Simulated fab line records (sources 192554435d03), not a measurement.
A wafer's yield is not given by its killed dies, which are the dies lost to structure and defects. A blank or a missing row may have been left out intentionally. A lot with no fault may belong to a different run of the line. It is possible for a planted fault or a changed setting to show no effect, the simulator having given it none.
fab line records	flow n5-finfet
[record] lots = 6	wafers = 17	last-day = 17
route steps=1938 shown MIM_BOT_LITHO@1855 MIM_BOT_ETCH@1866
lots untouched by any fault: they come from a run of this same line in which no faults occurred
start-h: start of the lot's first displayed wafer, in hours after the record's first day	wait-h: time in hours since the lot's previous step	" the same as in the row above	L1.1+2: a single row standing in for several wafers	- no value present, or no start provided	* or withheld: withheld	< > ~ a bound
route shown NAME@n: a module of which the file shows steps, and the number in the route of the first	usual: average and standard deviation across the fault-free wafers	same: alike in all rows	chamber/n: place in a boat	sites: readings site by site	_std_site: how widely they spread, as a standard deviation	_edge_site: the outer-site mean with the inner-site mean subtracted	radius-mm: for every site, how far away it sits from the centre of the wafer	mask NAME#n: copy n	behind: the tool/chamber that last shaped the wafer	hold: the reason the lot was held/the length of the hold in hours/how it ended	device: transistor that didn't switch, given as n, p or np	end of line: the same wafers' tests at the end of the route	a step with no rows: only its recipe	killed: not the wafer's yield, but the dies lost to structure and defects at the first sort	map: dies across one wafer; x = killed, . = not, _ = none there
set.NAME: the setting as run; set.NAME@STEP: as run at that earlier step	model.NAME: the simulator's own value behind a step, which no gauge read
certain route steps with their lots: each step a table, each wafer a row
services: when a tool's chamber went out of use (start-h, in hours from the record's first day, below 0 if earlier), for how many hours, and the reason
[[steps]]
[step N5_MIM_BOT_LITHO_COAT_02]
[recipe] spin-rpm = *	resist-thk-nm = *
[step N5_MIM_BOT_LITHO_EBR_04]
[recipe] solvent = PGMEA	ebr-width-mm = 1.5
[step N5_MIM_BOT_LITHO_SOFTBAKE_03]
[recipe] temp-c = 100	time-s = 90
[step N5_MIM_BOT_LITHO_EXPOSE_05]
[recipe] mask-id = MIM_BOT	na = 0.55	source-shape = conventional	sigma-outer = 0.8	polarization = unpolarized	dose-mj = 24.25
[step N5_MIM_BOT_LITHO_PEB_06]
[recipe] peb-temp-c = withheld	peb-time-s = *
[step N5_MIM_BOT_LITHO_DEVELOP_07]
[recipe] develop-time-s = 60	rinse-liquid = diw	dry = air-spin	dev-temp-c = 21
[step N5_MIM_BOT_LITHO_HARDBAKE_09]
[recipe] temp-c = 130	time-s = 120
[step N5_MIM_BOT_LITHO_CD_MEAS_08]
[recipe] target-cd-nm = 3000	landing-energy-ev = 500	detector = se-inlens	polarity = opening
[usual] cd-nm = 2999.5/2.6
lot.wafer	tool	chamber	start-h	wait-h	cd-nm
L161.3	cd-sem-03	0	257.82	-	2998.3
L161.4	"	0	"	"	2997.4
L161.6	"	0	"	"	3002.3
L165.2	cd-sem-01	0	289.52	-	2999.9
L165.5	"	0	"	"	3001.6
L165.6	"	0	"	"	3003.8
L168.2	cd-sem-03	0	314.98	-	3003.9
L168.4	"	0	"	"	3003.7
L168.5	"	0	"	"	3005.2
L171.1	cd-sem-01	0	325.56	-	2996.9
L171.2	"	0	"	"	2996.6
L171.4	"	0	"	"	2998.3
L178.2	cd-sem-02	0	375.31	-	2999.5
L178.4	"	0	"	"	3000.5
L178.5	"	0	"	"	3002.8
L182.1	cd-sem-01	0	393.51	-	3001.6
L182.2	"	0	"	"	2998.7
[step N5_MIM_BOT_LITHO_OVL_MEAS_11]
[recipe] points-per-wafer = 44
[usual] MIM_BOT_OVL = 2/5.2
lot.wafer	tool	chamber	start-h	wait-h	MIM_BOT_OVL[nm]
L161.3	overlay-01	0	257.86	0.0	10
L161.4	"	0	"	"	6
L161.6	"	0	"	"	5
L165.2	overlay-01	0	289.55	0.0	3
L165.5	"	0	"	"	11
L165.6	"	0	"	"	4
L168.2	overlay-02	0	315.00	0.0	-8
L168.4	"	0	"	"	-12
L168.5	"	0	"	"	-2
L171.1	overlay-02	0	325.59	0.0	1
L171.2	"	0	"	"	2
L171.4	"	0	"	"	-7
L178.2	overlay-01	0	375.34	0.0	-9
L178.4	"	0	"	"	-7
L178.5	"	0	"	"	2
L182.1	overlay-01	0	393.54	0.0	-11
L182.2	"	0	"	"	1
[step N5_MIM_BOT_LITHO_INSPECT_12]
[recipe] mode = adi	inspect-instrument = macro
[usual] raw-defect-count = 2.3/1.7
lot.wafer	tool	chamber	start-h	wait-h	raw-defect-count
L161.3	defect-inspect-02	-	257.88	0.0	1
L161.4	"	-	"	"	3
L161.6	"	-	"	"	2
L165.2	defect-inspect-02	-	289.57	0.0	2
L165.5	"	-	"	"	0
L165.6	"	-	"	"	4
L168.2	defect-inspect-02	-	315.03	0.0	3
L168.4	"	-	"	"	4
L168.5	"	-	"	"	1
L171.1	defect-inspect-01	-	325.62	0.0	1
L171.2	"	-	"	"	1
L171.4	"	-	"	"	2
L178.2	defect-inspect-02	-	375.37	0.0	1
L178.4	"	-	"	"	0
L178.5	"	-	"	"	3
L182.1	defect-inspect-01	-	393.57	0.0	3
L182.2	"	-	"	"	2
[step N5_MIM_BOT_LITHO_DESCUM_10]
[recipe] chemistry = O2	time-s = 7.9	source-power-w = 50	bias-power-w = 20	pressure-mtorr = 20	rf-frequency-hz = 2.712e+07	temp-c = 40	o2-flow-sccm = 225
[usual] drypump-motor-current-A = 5.5/0.45	o2-flow-sccm = 225.0/0.74	oes-product-au = 0.80/0.075	rf-vpp-V = 243.3/1.2	showerhead-plenum-p-Torr = 2.09/0.065	throttle-valve-pct = 20.22/0.2
lot.wafer	tool	chamber	start-h	wait-h	drypump-motor-current-A	o2-flow-sccm	oes-product-au	rf-hours-counter-h	rf-vpp-V	showerhead-plenum-p-Torr	throttle-valve-pct
L161.3	rie-diel-02	2	257.91	0.0	6.2	225.2	0.83	47	241.9	2.05	19.97
L161.4	"	3	"	"	6.1	225.1	0.71	223	242.6	2.06	20.58
L161.6	"	2	"	"	6.2	226.1	0.85	-	242.2	2.05	19.95
L165.2	rie-diel-04	2	289.60	0.0	4.9	225.8	0.80	87	242.8	2.12	20.18
L165.5	"	0	"	"	5.9	224.4	0.87	-	243.4	2.04	20.42
L165.6	"	1	"	"	5.1	224.9	0.85	-	245.2	2.23	20.24
L168.2	rie-diel-04	3	315.06	0.0	5.6	224.7	0.92	24	243.5	2.14	20.34
L168.4	"	0	"	"	5.9	223.6	0.84	40	242.3	2.04	20.44
L168.5	"	1	"	"	5.2	226.6	0.82	-	245.7	2.22	20.26
L171.1	rie-diel-01	2	325.65	0.0	5.5	225.1	0.83	81	244.2	2.11	20.39
L171.2	"	3	"	"	4.8	225.7	0.72	149	243.3	2.05	19.83
L171.4	"	2	"	"	5.6	224.1	0.83	-	243.9	2.11	20.40
L178.2	rie-diel-04	3	375.84	0.5	5.6	225.1	0.88	45	243.6	2.13	20.36
L178.4	"	1	"	"	5.2	224.2	0.81	84	245.3	2.22	20.29
L178.5	"	2	"	"	4.9	224.6	0.77	-	243.7	2.11	20.24
L182.1	rie-diel-02	1	393.60	0.0	5.4	225.7	0.73	152	242.4	2.01	20.07
L182.2	"	0	"	"	6.2	225.8	0.80	95	243.6	1.99	20.45
[step N5_MIM_BOT_ETCH_ETCH_04]
[recipe] chemistry = CF4/O2	target = SiNx	target-depth-a = 260	time-s = 13	ion-energy-ev = 100	pressure-mtorr = 40	source-w = 535	bias-w = 49	Ar_flow_sccm = 100	cf4-flow-sccm = 100	O2_flow_sccm = 10
[usual] bias-w = 48.99/0.15	drypump-motor-current-A = 5.5/0.45	oes_ar_750_au = 0.80/0.073	oes_f_703_au = 0.79/0.076	oes_o_777_au = 0.79/0.075	oes-product-au = 0.79/0.076	rf-vpp-V = 244/8.7	showerhead-plenum-p-Torr = 2.21/0.06	throttle-valve-pct = 15.82/0.22
lot.wafer	tool	chamber	start-h	wait-h	bias-w	drypump-motor-current-A	oes_ar_750_au	oes_f_703_au	oes_o_777_au	oes-product-au	rf-hours-counter-h	rf-vpp-V	showerhead-plenum-p-Torr	throttle-valve-pct
L161.3	rie-diel-02	2	257.98	0.0	48.76	6.2	0.81	0.79	0.81	0.82	47	255	2.17	15.55
L161.4	"	3	"	"	48.93	6.1	0.69	0.66	0.68	0.68	223	242	2.17	16.23
L161.6	"	2	"	"	48.85	6.2	0.81	0.78	0.81	0.82	-	255	2.17	15.56
L165.2	rie-diel-04	2	289.67	0.0	49.13	4.9	0.79	0.78	0.80	0.79	87	248	2.22	15.63
L165.5	"	0	"	"	48.95	5.9	0.84	0.85	0.84	0.86	-	247	2.16	16.00
L165.6	"	1	"	"	48.80	5.1	0.87	0.88	0.88	0.84	-	238	2.34	15.82
L168.2	rie-diel-04	3	315.13	0.0	48.91	5.6	0.96	0.96	0.94	0.96	24	234	2.26	15.87
L168.4	"	0	"	"	48.78	5.8	0.83	0.83	0.82	0.85	40	245	2.16	16.02
L168.5	"	1	"	"	49.15	5.2	0.86	0.87	0.86	0.85	-	237	2.34	15.85
L171.1	rie-diel-01	2	325.72	0.0	49.20	5.6	0.83	0.82	0.81	0.81	81	238	2.23	15.94
L171.2	"	3	"	"	48.79	4.8	0.75	0.76	0.71	0.73	149	232	2.19	15.62
L171.4	"	2	"	"	49.26	5.6	0.82	0.82	0.81	0.81	-	240	2.23	15.92
L178.2	rie-diel-04	3	375.90	0.0	49.09	5.6	0.92	0.93	0.90	0.92	45	234	2.25	15.92
L178.4	"	1	"	"	48.97	5.1	0.83	0.84	0.84	0.82	84	237	2.33	15.90
L178.5	"	2	"	"	49.04	4.9	0.76	0.73	0.76	0.76	-	248	2.21	15.71
L182.1	rie-diel-02	1	393.67	0.0	49.31	5.4	0.74	0.75	0.76	0.73	152	240	2.11	15.63
L182.2	"	0	"	"	48.79	6.2	0.80	0.82	0.77	0.82	95	240	2.13	16.23
[step N5_MIM_BOT_ETCH_ETCH_03]
[recipe] chemistry = Cl2/BCl3	target-depth-a = 120	pressure-mtorr = 8	icp-w = 800	bias-w = 100	Cl2_flow_sccm = 20	bcl3-flow-sccm = 80
[usual] bias-w = 100.0/0.32	drypump-motor-current-A = 5.4/0.35	oes-product-au = 0.78/0.11	throttle-valve-pct = 27.5/0.39
lot.wafer	tool	chamber	start-h	wait-h	bias-w	drypump-motor-current-A	oes-product-au	rf-hours-counter-h	throttle-valve-pct	model.etch.depth-nm
L161.3	rie-metal-01	0	258.10	0.1	100.3	5.9	0.65	-	27.9	11.92
L161.4	"	1	"	"	99.8	5.3	0.82	-	27.3	12.61
L161.6	"	1	"	"	99.9	5.3	0.82	-	27.3	12.69
L165.2	rie-metal-02	0	289.76	0.1	100.0	5.4	0.62	107	27.8	11.34
L165.5	"	0	"	"	99.9	5.3	0.63	-	27.8	11.42
L165.6	"	1	"	"	99.2	5.0	0.81	-	27.9	12.16
L168.2	rie-metal-02	0	315.22	0.1	126.9	5.3	0.65	109	27.8	12.63
L168.4	"	1	"	"	127.3	5.0	0.86	-	27.9	13.68
L168.5	"	1	"	"	127.5	5.0	0.85	-	27.9	13.59
L171.1	rie-metal-02	1	325.81	0.1	128.0	5.0	0.85	36	27.9	13.61
L171.2	"	0	"	"	128.0	5.3	0.67	110	27.8	12.73
L171.4	"	0	"	"	128.4	5.3	0.67	-	27.8	12.68
L178.2	rie-metal-01	1	376.01	0.1	100.4	5.3	0.78	40	27.3	12.66
L178.4	"	0	"	"	99.9	5.9	1.00	-	27.2	12.49
L178.5	"	1	"	"	100.0	5.3	0.79	-	27.3	12.74
L182.1	rie-metal-01	1	393.76	0.1	99.8	5.3	0.79	42	27.3	12.86
L182.2	"	0	"	"	100.1	5.9	0.97	2	27.2	12.55
[step N5_MIM_BOT_ETCH_ETCH_00]
[recipe] chemistry = Cl2/BCl3	target = TiN	target-depth-a = 455	ion-energy-ev = 150	pressure-mtorr = 10	icp-w = 1000	bias-w = 126	Cl2_flow_sccm = 53.25	bcl3-flow-sccm = 21.75	Ar_flow_sccm = 25
[usual] bias-w = 126.0/0.38	drypump-motor-current-A = 5.4/0.35	oes_ar_750_au = 0.78/0.11	oes-product-au = 0.78/0.11	throttle-valve-pct = 21.9/0.31
lot.wafer	tool	chamber	start-h	wait-h	bias-w	drypump-motor-current-A	oes_ar_750_au	oes-product-au	rf-hours-counter-h	throttle-valve-pct
L161.3	rie-metal-01	0	258.20	0.1	126.0	5.9	0.66	0.66	-	22.3
L161.4	"	1	"	"	125.6	5.3	0.82	0.83	-	21.8
L161.6	"	1	"	"	125.9	5.3	0.81	0.82	-	21.7
L165.2	rie-metal-02	0	289.85	0.1	126.6	5.3	0.63	0.63	107	22.0
L165.5	"	0	"	"	126.3	5.3	0.63	0.62	-	22.1
L165.6	"	1	"	"	125.6	5.0	0.81	0.80	-	22.2
L168.2	rie-metal-02	0	315.31	0.1	125.9	5.3	0.63	0.62	109	22.0
L168.4	"	1	"	"	125.8	5.0	0.81	0.80	-	22.2
L168.5	"	1	"	"	126.2	5.0	0.81	0.80	-	22.2
L171.1	rie-metal-02	1	325.90	0.1	126.0	5.0	0.81	0.80	36	22.2
L171.2	"	0	"	"	126.0	5.3	0.63	0.63	110	22.0
L171.4	"	0	"	"	126.4	5.3	0.63	0.62	-	22.0
L178.2	rie-metal-01	1	376.10	0.1	125.9	5.3	0.78	0.80	40	21.8
L178.4	"	0	"	"	126.2	5.9	0.99	1.00	-	21.7
L178.5	"	1	"	"	126.3	5.3	0.78	0.79	-	21.8
L182.1	rie-metal-01	1	393.85	0.1	126.5	5.3	0.77	0.79	42	21.8
L182.2	"	0	"	"	126.5	5.9	0.96	0.97	2	21.7
[[services]]
tool	chamber	start-h	hours	kind
rie-diel-02	-	236.00	4.0	repair
rie-metal-01	-	246.65	1.1	repair
rie-diel-04	-	260.98	14.6	pm
rie-diel-04	3	277.80	22.7	repair
rie-diel-04	-	278.13	2.0	repair
rie-metal-01	1	289.45	1.2	repair
rie-diel-04	3	321.91	5.7	repair
rie-diel-01	1	325.21	10.6	repair
rie-diel-02	3	333.97	-	clean
rie-diel-02	3	333.97	-	consumable-replace:focus-ring
rie-diel-02	3	333.97	38.0	scheduled-down
rie-diel-02	3	333.97	38.0	vent-cycle
rie-diel-04	1	338.19	8.8	repair
rie-diel-02	1	353.41	5.8	repair
rie-metal-02	0	354.09	-	clean
rie-metal-02	0	354.09	19.6	scheduled-down
rie-metal-02	0	354.09	19.6	vent-cycle
rie-metal-01	0	357.75	-	clean
rie-metal-01	0	357.75	16.2	scheduled-down
rie-metal-01	0	357.75	16.2	vent-cycle
rie-diel-01	-	372.40	2.8	pm
rie-diel-01	-	389.62	0.6	repair
rie-diel-04	1	389.83	7.0	repair
[[key]]
[first-sign] step = N5_MIM_BOT_ETCH_ETCH_03	reading = bias-w	direction = up	sigmas = 86	usual = *	struck = *
effect none on later readings
[model-effect] step = N5_MIM_BOT_ETCH_ETCH_03	value = etch.depth-nm	without = 12	struck = 13.15
met-at N5_MIM_BOT_ETCH_ETCH_03
struck-wafers L168.2,L168.4,L168.5,L171.1,L171.2,L171.4
[baseline-loss] step = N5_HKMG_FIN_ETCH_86	wafers = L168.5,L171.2
onset-between 289.76 315.22
[fault] kind = process-parameter-drift	tool = rie-metal-02	chamber = -	onset-h = 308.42	steps = N5_MIM_BOT_ETCH_ETCH_03	channel = bias-w	offset = *	shape = step	end-h = 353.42	acts-in = *	stated = *
// baseline-loss: these wafers lose ten dies or more at that step, a loss of the line's own and not of a fault; the sort's usual values leave them out
